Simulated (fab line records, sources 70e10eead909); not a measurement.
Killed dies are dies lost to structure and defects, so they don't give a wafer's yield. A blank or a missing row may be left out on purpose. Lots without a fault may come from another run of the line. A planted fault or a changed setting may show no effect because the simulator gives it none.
Chamber matching | flow nand_harc | NHARC_P_STI_ETCH_15 on rie_si-04: 4 sister chambers
The step etches the open film in HBr/Cl2, target depth 300 nm, time 100.1 s. 22 wafers are shown with their chamber, then 11 later ones without.

WAFERS WITH THEIR CHAMBER
wafer  | chamber | drypump_motor_current_A (A) | oes_product_au (a.u.) | throttle_valve_pct (%)
L075.3 | 0       | 5.9                         | 1.006                 | 26.414
L075.4 | 3       | 5.7                         | 1.001                 | 26.399
L075.6 | 1       | 5.0                         | 1.002                 | 26.406
L077.1 | 0       | 5.9                         | 1.008                 | 26.409
L077.2 | 3       | 5.7                         | 0.999                 | 26.428
L077.5 | 0       | 5.9                         | 0.999                 | 26.411
L078.2 | 3       | 5.7                         | 1.009                 | 26.408
L078.3 | 1       | 5.1                         | 1.007                 | 26.412
L078.6 | 1       | 5.1                         | 1.004                 | 26.403
L083.2 | 1       | 5.1                         | 1.012                 | 26.399
L083.4 | 0       | 5.9                         | 1.004                 | 26.391
L083.5 | 3       | 5.7                         | 0.997                 | 26.381
L084.1 | 1       | 5.0                         | 1.014                 | 26.409
L084.3 | 0       | 5.9                         | 0.998                 | 26.413
L084.4 | 2       | 5.0                         | 1.005                 | 26.405
L085.2 | 1       | 5.0                         | 1.014                 | 26.404
L085.3 | 0       | 5.9                         | 1.009                 | 26.400
L085.4 | 2       | 5.0                         | 1.021                 | 26.410
L086.1 | 1       | 5.1                         | 1.004                 | 26.409
L086.4 | 0       | 5.9                         | 0.991                 | 26.415
L086.5 | 3       | 5.7                         | 1.013                 | 26.404
L089.2 | 2       | 5.0                         | 1.011                 | 26.405

SIGNATURES (means of the wafers above)
reading                 | chamber 0 | chamber 1 | chamber 2 | chamber 3 | scatter within a chamber
drypump_motor_current_A | 5.900     | 5.057     | 5.000     | 5.700     | 0.0309
oes_product_au          | 1.00214   | 1.00814   | 1.01233   | 1.00380   | 0.00636
throttle_valve_pct      | 26.40757  | 26.40600  | 26.40667  | 26.40400  | 0.00986
Rule: a wafer's distance from a chamber is the root of the sum, over the readings, of the square of ((its reading less the chamber's mean) divided by the reading's scatter). The wafer belongs to the nearest chamber; if the next one is less than 2 further off, it can't be placed. The scatter: the root of (the sum of the squares of (reading less its chamber's mean) over the shown wafers, divided by (wafers less chambers)).

WAFERS WITHOUT THEIR CHAMBER
wafer  | drypump_motor_current_A (A) | oes_product_au (a.u.) | throttle_valve_pct (%)
L089.5 | 5.1                         | 1.020                 | 26.391
L089.6 | 5.9                         | 0.981                 | 26.412
L092.1 | 5.7                         | 0.994                 | 26.413
L092.2 | 5.0                         | 0.995                 | 26.404
L092.4 | 5.9                         | 0.978                 | 26.389
L092.3 | 5.1                         | 1.015                 | 26.395
L092.5 | 5.1                         | 1.010                 | 26.399
L092.6 | 5.9                         | 0.982                 | 26.417
L095.2 | 5.7                         | 1.007                 | 26.399
L095.4 | 5.0                         | 1.003                 | 26.420
L095.5 | 5.9                         | 0.990                 | 26.413

WHICH CHAMBER EACH WENT THROUGH
wafer  | from the rows above     | in truth
L089.5 | can't be placed: 1 or 2 | 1
L089.6 | 0                       | 0
L092.1 | 3                       | 3
L092.2 | can't be placed: 2 or 1 | 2
L092.4 | 0                       | 0
L092.3 | can't be placed: 1 or 2 | 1
L092.5 | can't be placed: 1 or 2 | 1
L092.6 | 0                       | 0
L095.2 | 3                       | 3
L095.4 | can't be placed: 2 or 1 | 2
L095.5 | 0                       | 0
Placed correctly: 6 of 11. Can't be placed from these rows: 5 (the true chamber is among the candidates in 5). Placed wrongly: 0.
